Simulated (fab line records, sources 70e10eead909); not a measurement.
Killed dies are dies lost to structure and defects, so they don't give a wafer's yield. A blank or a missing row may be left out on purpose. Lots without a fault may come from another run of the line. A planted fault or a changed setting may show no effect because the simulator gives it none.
fab line records | flow nand_harc
record lots=13 wafers=39 last_day=23
route steps=1159 shown P_M2@332
lots that met no fault: from a run of the same line without faults
start_h: hours from the record's first day to the start of the lot's first wafer shown | wait_h: hours since the lot's step before | " the same as in the row above | L1.1+2: a row that stands for several wafers | - no value, or no start given | * or withheld: withheld | < > ~ a bound
route shown NAME@n: a module of which the file shows steps, and the number in the route of the first | usual: mean/standard deviation of fault-free wafers | same: alike in all rows | chamber/n: place in a boat | sites: the reading at each site | _std_site: their standard deviation | _edge_site: outer sites' mean less inner sites' | radius_mm: how far each site lies from the wafer's centre | mask NAME#n: copy n | behind: the tool/chamber that last shaped the wafer | hold: why the lot was held/for how many hours/how that ended | device: the transistor (n, p or np) that didn't switch | end of line: the same wafers' tests at the end of the route | a step without rows: its recipe alone | killed: dies lost to structure and defects at the first sort, not the wafer's yield | map: a wafer's dies, x killed, . not, _ none there
set.NAME: the setting as run; set.NAME@STEP: as run at that earlier step | model.NAME: the simulator's own value behind a step, which no gauge read
steps of the route over a sample of lots; a table a step, a row a wafer
services: from which hour (start_h, from the record's first day; less than 0 if before it) a tool's chamber was out of use, for how many hours, and why
## steps
# step NHARC_P_M2_ETCH_35
# recipe target_depth_a=400 overetch_a=120 time_s=43.94 ion_energy_ev=200 n2_flow_sccm=150 h2_flow_sccm=150 ar_flow_sccm=0 rf_w=400 bias_w=150 chemistry=N2/H2
# usual drypump_motor_current_A=5.7/0.32 oes_product_au=1.000/0.015 rf_vpp_V=430.7/2.5 run_length_s=65.6/0.43 showerhead_plenum_p_Torr=2.05/0.091 throttle_valve_pct=14.171/0.0091
# columns lot.wafer tool chamber start_h wait_h drypump_motor_current_A oes_product_au rf_hours_counter_h rf_vpp_V run_length_s showerhead_plenum_p_Torr throttle_valve_pct
L570.2 rie_diel-07 0 122.21 0.1 5.9 0.985 2 432.2 65.9 2.10 14.178
L570.1 " 1 " " 5.5 1.010 2 431.2 65.5 2.04 14.184
L570.3 " 2 " " 6.0 0.989 2 434.2 65.7 2.17 14.169
L571.2 rie_diel-10 1 125.57 0.1 5.4 1.014 19 427.8 65.6 1.90 14.166
L571.4 " 2 " " 6.1 0.991 24 434.0 64.7 2.18 14.173
L571.1 " 3 " " 5.2 0.998 20 428.8 64.8 2.00 14.162
L572.3 rie_diel-07 1 135.10 0.1 5.5 1.013 2 432.4 65.3 2.04 14.173
L572.1 " 0 " " 5.9 1.014 2 431.8 65.7 2.10 14.178
L572.6 " 1 " " 5.5 1.000 - 429.2 65.5 2.04 14.152
L573.4 rie_diel-07 0 138.74 0.1 5.9 1.000 2 432.3 65.7 2.10 14.170
L573.3 " 2 " " 6.0 0.993 3 433.3 65.6 2.17 14.181
L573.6 " 0 " " 5.9 1.007 - 433.0 66.0 2.10 14.189
L575.2 rie_diel-07 0 151.97 0.1 5.9 1.007 3 432.8 65.6 2.10 14.172
L575.4 " 2 " " 6.0 0.999 3 434.5 66.1 2.17 14.170
L575.6 " 1 " " 5.5 0.996 - 431.8 66.0 2.04 14.178
L574.2 rie_diel-07 1 152.96 0.1 5.5 1.004 3 428.9 65.4 2.04 14.176
L574.3 " 3 " " 5.4 0.999 3 430.5 65.8 1.98 14.171
L574.6 " 1 " " 5.5 1.005 - 428.9 65.5 2.04 14.165
L580.3 rie_diel-10 0 174.89 0.1 5.7 1.019 36 427.6 66.7 2.02 14.172
L580.1 " 2 " " 6.0 1.016 34 434.4 65.0 2.17 14.159
L580.6 " 1 " " 5.4 1.005 - 428.0 65.6 1.90 14.167
L578.1 rie_diel-07 0 179.90 0.1 5.9 1.022 4 432.1 66.4 2.10 14.174
L578.4 " 1 " " 5.5 1.011 4 431.3 65.8 2.04 14.173
L578.5 " 1 " " 5.5 1.006 - 429.3 65.7 2.04 14.168
L584.1 rie_diel-07 0 210.07 0.1 5.9 1.010 5 431.4 54.9 2.10 14.175
L584.2 " 2 " " 6.0 1.002 5 433.4 54.8 2.17 14.166
L584.5 " 0 " " 5.9 1.010 - 432.9 54.6 2.10 14.172
L585.2 rie_diel-07 3 214.43 0.1 5.4 0.977 6 429.1 55.1 1.98 14.139
L585.3 " 0 " " 5.9 1.019 6 431.2 54.9 2.10 14.190
L585.6 " 0 " " 5.9 1.020 - 431.8 55.2 2.10 14.167
L586.1 rie_diel-10 1 221.48 0.1 5.3 1.013 7 427.4 65.8 1.89 14.175
L586.2 " 0 " " 5.7 0.990 8 430.6 66.0 2.02 14.158
L586.5 " 2 " " 6.0 0.992 - 433.6 65.0 2.17 14.173
L587.2 rie_diel-10 3 224.04 0.1 5.2 1.019 9 429.5 65.0 2.00 14.173
L587.4 " 2 " " 6.0 1.003 9 433.3 64.6 2.17 14.174
L587.6 " 3 " " 5.2 1.029 - 429.7 64.7 2.00 14.172
L589.2 rie_diel-10 2 235.93 0.1 6.0 1.008 9 433.7 64.8 2.17 14.170
L589.5 " 2 " " 6.0 1.014 - 433.5 65.1 2.17 14.185
L589.6 " 3 " " 5.2 1.032 - 429.6 64.8 2.00 14.148
# step NHARC_P_M2_ETCH_15
# recipe target_depth_a=1825 time_s=91.2 c4f8_flow_sccm=withheld ar_flow_sccm=400 rf_w=600 bias_w=300 chemistry=C4F8/Ar
# usual oes_product_au=0.952/0.022 rf_vpp_V=441.1/2.6 run_length_s=112.9/0.43
# columns lot.wafer tool chamber start_h wait_h oes_product_au rf_hours_counter_h rf_vpp_V run_length_s
L570.2 rie_diel-07 2 - - 0.964 2 445.4 113.1
L570.1 " 3 " " 0.964 2 439.6 112.8
L570.3 " 0 " " 0.981 2 442.2 113.6
L571.4 rie_diel-10 2 - - 0.921 24 442.6 112.4
L571.2 " 0 " " 0.939 25 439.7 113.8
L571.1 " 1 " " 0.944 19 436.7 112.7
L572.1 rie_diel-07 3 - - 0.919 2 438.9 112.8
L572.3 " 1 " " 0.931 2 443.1 112.5
L572.6 " 3 " " 0.906 - 439.0 113.1
L573.4 rie_diel-07 0 - - 0.949 2 443.3 112.8
L573.3 " 1 " " 0.943 2 443.2 112.9
L573.6 " 0 " " 0.944 - 442.5 113.3
L575.4 rie_diel-07 1 - - 0.924 3 441.3 113.1
L575.2 " 3 " " 0.912 3 438.0 112.9
L575.6 " 2 " " 0.924 - 443.8 113.0
L574.2 rie_diel-07 3 - - 0.969 3 439.4 113.3
L574.3 " 1 " " 0.963 3 440.1 112.6
L574.6 " 3 " " 0.969 - 437.8 113.0
L580.1 rie_diel-10 3 - - 0.926 28 439.2 112.0
L580.3 " 2 " " 0.946 34 444.0 112.0
L580.6 " 0 " " 0.937 - 440.4 113.2
L578.4 rie_diel-07 2 - - 0.984 4 444.0 113.1
L578.1 " 3 " " 0.940 4 440.5 112.8
L578.5 " 0 " " 0.976 - 442.8 113.1
L584.2 rie_diel-07 0 - - 0.952 5 443.1 112.9
L584.1 " 2 " " 0.937 5 443.3 113.3
L584.5 " 2 " " 0.947 - 443.4 113.0
L585.2 rie_diel-07 2 - - 0.969 6 444.3 112.8
L585.3 " 3 " " 0.933 6 437.8 113.2
L585.6 " 3 " " 0.949 - 438.3 112.9
L586.2 rie_diel-10 3 - - 0.946 8 440.0 112.4
L586.1 " 2 " " 0.911 8 443.7 112.4
L586.5 " 3 " " 0.943 - 439.3 112.1
L587.2 rie_diel-10 3 - - 0.950 9 439.1 111.7
L587.4 " 0 " " 0.941 8 439.4 113.4
L587.6 " 0 " " 0.929 - 439.9 113.2
L589.2 rie_diel-10 2 - - 0.932 9 444.2 112.2
L589.6 " 3 " " 0.954 - 439.4 111.9
L589.5 " 0 " " 0.950 - 441.5 113.2
# step NHARC_P_M2_STRIP_18
# recipe power_w=1000 n2_flow_sccm=150 h2_flow_sccm=150 ar_flow_sccm=0 bias_w=0 chemistry=N2/H2
# usual drypump_motor_current_A=5.68/0.3 oes_product_au=1.003/0.015 rf_vpp_V=90.7/0.94 showerhead_plenum_p_Torr=2.05/0.092 throttle_valve_pct=14.172/0.0091
# columns lot.wafer tool chamber start_h wait_h drypump_motor_current_A oes_product_au rf_hours_counter_h rf_vpp_V showerhead_plenum_p_Torr throttle_valve_pct
L570.2 rie_diel-07 1 122.50 0.1 5.53 1.001 2 91.4 2.04 14.157
L570.3 " 2 " " 5.99 0.991 2 89.1 2.17 14.158
L570.1 " 3 " " 5.48 0.978 2 89.9 1.98 14.183
L571.4 rie_diel-07 2 125.86 0.1 6.01 0.980 2 90.9 2.17 14.181
L571.2 " 3 " " 5.50 0.979 2 88.4 1.98 14.168
L571.1 " 0 " " 5.85 1.001 2 90.3 2.10 14.168
L572.1 rie_diel-10 0 135.40 0.1 5.68 1.023 27 89.7 2.02 14.149
L572.3 " 2 " " 6.07 1.003 26 91.6 2.18 14.175
L572.6 " 0 " " 5.69 1.015 - 89.0 2.02 14.161
L573.3 rie_diel-07 3 139.02 0.1 5.41 0.978 3 90.2 1.98 14.164
L573.4 " 2 " " 5.98 1.003 3 88.7 2.17 14.175
L573.6 " 0 " " 5.88 1.003 - 91.4 2.10 14.181
L575.4 rie_diel-07 2 152.28 0.1 6.02 1.000 3 90.5 2.17 14.179
L575.2 " 3 " " 5.42 1.007 3 89.8 1.98 14.167
L575.6 " 2 " " 6.02 1.003 - 91.5 2.17 14.158
L574.3 rie_diel-07 0 153.25 0.1 5.91 1.019 3 91.2 2.10 14.173
L574.2 " 1 " " 5.50 1.016 3 91.1 2.04 14.191
L574.6 " 1 " " 5.51 1.007 - 91.1 2.04 14.178
L580.1 rie_diel-10 2 175.23 0.1 6.03 1.015 34 91.8 2.17 14.152
L580.3 " 3 " " 5.19 1.009 28 91.2 2.00 14.171
L580.6 " 0 " " 5.75 1.028 - 91.1 2.02 14.173
L578.1 rie_diel-07 0 180.22 0.1 5.88 1.021 4 89.8 2.10 14.171
L578.4 " 1 " " 5.54 1.005 4 91.1 2.04 14.168
L578.5 " 3 " " 5.37 0.987 - 90.8 1.98 14.169
L584.1 rie_diel-07 3 210.39 0.1 5.43 0.972 5 90.8 1.98 14.169
L584.2 " 2 " " 6.02 1.017 5 90.5 2.16 14.176
L584.5 " 3 " " 5.43 0.979 - 89.1 1.98 14.185
L585.2 rie_diel-10 3 214.81 0.1 5.22 1.012 8 88.8 2.00 14.180
L585.3 " 0 " " 5.74 0.999 7 91.0 2.02 14.190
L585.6 " 1 " " 5.28 1.023 - 90.8 1.89 14.177
L586.2 rie_diel-10 2 221.80 0.1 6.08 0.990 8 92.6 2.17 14.173
L586.1 " 3 " " 5.22 1.029 8 89.8 2.00 14.161
L586.5 " 1 " " 5.33 1.014 - 89.7 1.89 14.164
L587.2 rie_diel-07 0 224.36 0.1 5.84 0.999 6 91.1 2.10 14.166
L587.4 " 1 " " 5.52 0.986 5 90.6 2.04 14.185
L587.6 " 0 " " 5.87 1.012 - 89.3 2.10 14.167
L589.2 rie_diel-10 3 236.23 0.1 5.21 1.029 12 89.6 2.00 14.182
L589.5 " 3 " " 5.21 1.027 - 89.9 2.00 14.192
L589.6 " 0 " " 5.76 1.014 - 91.2 2.02 14.165
# step NHARC_P_M2_ANNEAL_31
# recipe temp_c=225 time_s=90
# usual wafer_temp_C_max=226.5/0.45
# columns lot.wafer tool chamber start_h wait_h wafer_temp_C_max
L570.1 rtp_anneal-02 0 123.87 0.3 226.9
L570.2 " 0 " " 227.1
L570.3 " 0 " " 226.4
L571.1 rtp_anneal-01 0 127.25 0.3 225.7
L571.2 " 0 " " 225.9
L571.4 " 0 " " 225.6
L572.1 rtp_anneal-01 0 136.86 - 226.9
L572.3 " 0 " " 226.2
L572.6 " 0 " " 226.4
L573.3 rtp_anneal-01 0 140.51 0.3 226.3
L573.4 " 0 " " 226.3
L573.6 " 0 " " 225.9
L575.2 rtp_anneal-02 0 153.72 0.4 226.3
L575.4 " 0 " " 227.0
L575.6 " 0 " " 226.2
L574.2 rtp_anneal-01 0 154.71 - 226.6
L574.3 " 0 " " 226.3
L574.6 " 0 " " 226.3
L580.1 rtp_anneal-02 0 176.64 - 226.9
L580.3 " 0 " " 227.3
L580.6 " 0 " " 226.5
L578.1 rtp_anneal-02 0 181.59 0.3 226.7
L578.4 " 0 " " 227.2
L578.5 " 0 " " 226.8
L584.1 rtp_anneal-02 0 211.83 - 227.2
L584.2 " 0 " " 226.9
L584.5 " 0 " " 226.9
L585.2 rtp_anneal-01 0 216.24 - 226.4
L585.3 " 0 " " 226.4
L585.6 " 0 " " 225.8
L586.1 rtp_anneal-02 0 223.88 0.7 226.5
L586.2 " 0 " " 226.9
L586.5 " 0 " " 227.3
L587.2 rtp_anneal-02 0 225.76 - 226.7
L587.4 " 0 " " 227.0
L587.6 " 0 " " 227.3
L589.2 rtp_anneal-02 0 237.72 0.4 226.8
L589.5 " 0 " " 226.7
L589.6 " 0 " " 226.8
## services
# columns tool chamber start_h hours kind
rie_diel-07 0 109.20 - clean
rie_diel-07 1 109.20 - clean
rie_diel-07 2 109.20 - clean
rie_diel-07 3 109.20 - clean
rie_diel-10 - 117.58 0.2 repair
rie_diel-10 3 127.17 16.4 repair
rie_diel-07 0 133.70 - clean
rie_diel-07 1 133.70 - clean
rie_diel-07 2 133.70 - clean
rie_diel-07 3 133.70 - clean
rie_diel-07 0 158.20 - clean
rie_diel-07 1 158.20 - clean
rie_diel-07 2 158.20 - clean
rie_diel-07 3 158.20 - clean
rie_diel-07 1 163.69 6.3 repair
rie_diel-10 2 163.75 5.6 repair
rie_diel-10 1 164.87 9.6 repair
rie_diel-10 - 176.50 9.0 pm
rie_diel-07 0 182.70 - clean
rie_diel-07 1 182.70 - clean
rie_diel-07 1 199.37 6.0 repair
rie_diel-07 1 209.92 8.6 repair
rie_diel-10 2 225.95 9.4 repair
rie_diel-07 - 228.20 9.0 pm
## key
first_sign step=NHARC_P_M2_ETCH_35 reading=run_length_s direction=down sigmas=25 usual=* struck=*
effect none on later readings
met_at NHARC_P_M2_ETCH_35
struck_lots L584,L585
later_rows_left_out L584.1,L584.2,L584.5,L585.2,L585.3,L585.6
sort_left_out L584.1,L584.2,L584.5,L585.2,L585.3,L585.6
not_acting_at NHARC_P_M2_ETCH_15,NHARC_P_M2_STRIP_18,NHARC_P_M2_ANNEAL_31
onset_between 179.90 210.07
fault kind=process_parameter_drift tool=rie_diel-07 chamber=- onset_h=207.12 steps=NHARC_P_M2_ETCH_35 channel=time_s offset=* shape=step end_h=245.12 acts_in=* stated=*
# sort_left_out: the simulated sort isn't trusted on such a fault, so these wafers' sort isn't shown, and their yield isn't known
# later_rows_left_out: the simulator's readings of these wafers behind a module that went badly wrong aren't trusted and aren't shown, but for the sort
